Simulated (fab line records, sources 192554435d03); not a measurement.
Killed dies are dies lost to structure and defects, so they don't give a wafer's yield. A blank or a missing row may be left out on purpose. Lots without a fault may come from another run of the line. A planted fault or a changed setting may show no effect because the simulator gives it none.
Split-lot experiment | flow n5_finfet | 7 lots, 21 wafers read, on a route of 1938 steps

THE SPLIT
At N5_DUMMY_GATE_COAT_34 (time 60 s, resist thk 60 nm), the setting spin_rpm was moved away from the recipe's 1500 rpm on 8 of the 21 wafers read, by -5.6% to +8.8%. The other wafers ran this setting at the recipe's value.

FROM THE SPLIT TO THE READING: what the file shows between them, 8 steps
- N5_DUMMY_GATE_COAT_35: time 60 s, resist thk 10 nm
- N5_DUMMY_GATE_COAT_28: time 60 s, resist thk 10 nm
- N5_DUMMY_GATE_ETCH_29: etches underlayer in N2/H2, target depth 13 nm
- N5_DUMMY_GATE_ETCH_36: etches SiARC in CF4, target depth 13 nm
- N5_DUMMY_GATE_ETCH_37: etches SOC in N2/H2, target depth 60 nm, overetch 30 nm
- N5_DUMMY_GATE_STRIP_38: strips in N2/H2
- N5_DUMMY_GATE_STRIP_39: strips in N2/H2
- N5_DUMMY_GATE_STRIP_40: strips in CF4

THE READING
SOC_of_DUMMY_GATE_COAT_34.thk_nm (the simulator's own value, which no gauge read), in nm, at N5_DUMMY_GATE_ETCH_31 (etches SiO2 in C4F6/O2, target depth 82.5 nm, time 27.5 s). The file gives no usual value for it. The 13 wafers here that ran the recipe average 51.8 nm, standard deviation 0.2 nm.

wafer  | tool, chamber at the split | spin_rpm as run, rpm | against the recipe | SOC_of_DUMMY_GATE_COAT_34.thk_nm, nm | against lot-mates on the recipe
L074.3 | litho_track-03, 0          | 1448                 | -3.5%              | 53                                   | +1.2
L074.5 | litho_track-03, 0          | 1448                 | -3.5%              | 53                                   | +1.2
L074.6 | litho_track-03, 0          | 1500                 | recipe             | 51.8                                 | -
L077.1 | litho_track-04, 0          | 1500                 | recipe             | 51.8                                 | -
L077.5 | litho_track-04, 0          | 1500                 | recipe             | 51.8                                 | -
L077.4 | litho_track-04, 0          | 1500                 | recipe             | 52                                   | -
L086.1 | litho_track-04, 0          | 1500                 | recipe             | 52                                   | -
L086.3 | litho_track-04, 0          | 1416                 | -5.6%              | 53.4                                 | +1.4
L086.6 | litho_track-04, 0          | 1416                 | -5.6%              | 53.8                                 | +1.8
L087.1 | litho_track-03, 0          | 1500                 | recipe             | 52                                   | -
L087.2 | litho_track-03, 0          | 1500                 | recipe             | 51.8                                 | -
L087.6 | litho_track-03, 0          | 1500                 | recipe             | 51.8                                 | -
L091.3 | litho_track-02, 0          | 1445                 | -3.7%              | 53                                   | +1.6
L091.4 | litho_track-02, 0          | 1445                 | -3.7%              | 53                                   | +1.6
L091.6 | litho_track-02, 0          | 1500                 | recipe             | 51.4                                 | -
L093.1 | litho_track-02, 0          | 1632                 | +8.8%              | 49                                   | -2.6
L093.2 | litho_track-02, 0          | 1500                 | recipe             | 51.8                                 | -
L093.4 | litho_track-02, 0          | 1500                 | recipe             | 51.4                                 | -
L094.2 | litho_track-04, 0          | 1500                 | recipe             | 52                                   | -
L094.6 | litho_track-04, 0          | 1500                 | recipe             | 52                                   | -
L094.4 | litho_track-04, 0          | 1560                 | +4.0%              | 50.6                                 | -1.4

THE FIT
A straight line over all 21 wafers: SOC_of_DUMMY_GATE_COAT_34.thk_nm changes by -0.321 nm for each +1% of spin_rpm; r = -0.99; the points scatter about the line by 0.18 nm.
The same after taking each lot's own level away (the mean of its wafers on the recipe; 21 wafers): -0.319 nm for each +1%; r = -0.98; scatter 0.19 nm.
On that fit, the largest move of spin_rpm shifts the reading by 2.8 nm.
The lots' own levels span 51.40 to 52.00 nm, that is 3.0 times the standard deviation above.
So the lot-to-lot level changes the slope little: the two slopes agree.
Check: with one of the wafers moved furthest among these (+8.8%) left out of the fit, the line predicts -2.93 nm for it against its lot-mates. It came out at -2.6 nm against them.

OTHER SPLITS ON THESE WAFERS
These wafers also went through other splits before the reading. Each is held against what the fit with the lots' levels taken away leaves over:
other split on the same wafers          | wafers away from the commonest value | r with SOC_of_DUMMY_GATE_COAT_34.thk_nm (lot level and that fit taken away)
N5_ZERO_LAYER_EXPOSE_08 dose_mj         | 6                                    | +0.22
N5_ZERO_LAYER_DEVELOP_10 develop_time_s | 7                                    | -0.02
N5_FIN_CUT_CUT_ETCH_15 time_s           | 5                                    | +0.24

THE WHOLE CHAIN: every reading that the file lists as answering this split, in the file's order
step                  | what it does                                              | reading                                                                           | change (the file's fit)               | r (the file's)
N5_DUMMY_GATE_COAT_34 | time 60 s, resist thk 60 nm                               | SOC_of_DUMMY_GATE_COAT_34.thk_nm (the simulator's own value, which no gauge read) | -0.277 nm for each +1% of the setting | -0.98
N5_DUMMY_GATE_ETCH_37 | etches SOC in N2/H2, target depth 60 nm, overetch 30 nm   | etch.depth_nm (the simulator's own value, which no gauge read)                    | -0.288 nm for each +1% of the setting | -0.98
N5_DUMMY_GATE_ETCH_31 | etches SiO2 in C4F6/O2, target depth 82.5 nm, time 27.5 s | SOC_of_DUMMY_GATE_COAT_34.thk_nm (the simulator's own value, which no gauge read) | -0.316 nm for each +1% of the setting | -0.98

THE FILE'S OWN FIT
SOC_of_DUMMY_GATE_COAT_34.thk_nm changes by -0.316 nm for each +1% of spin_rpm, r = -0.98.
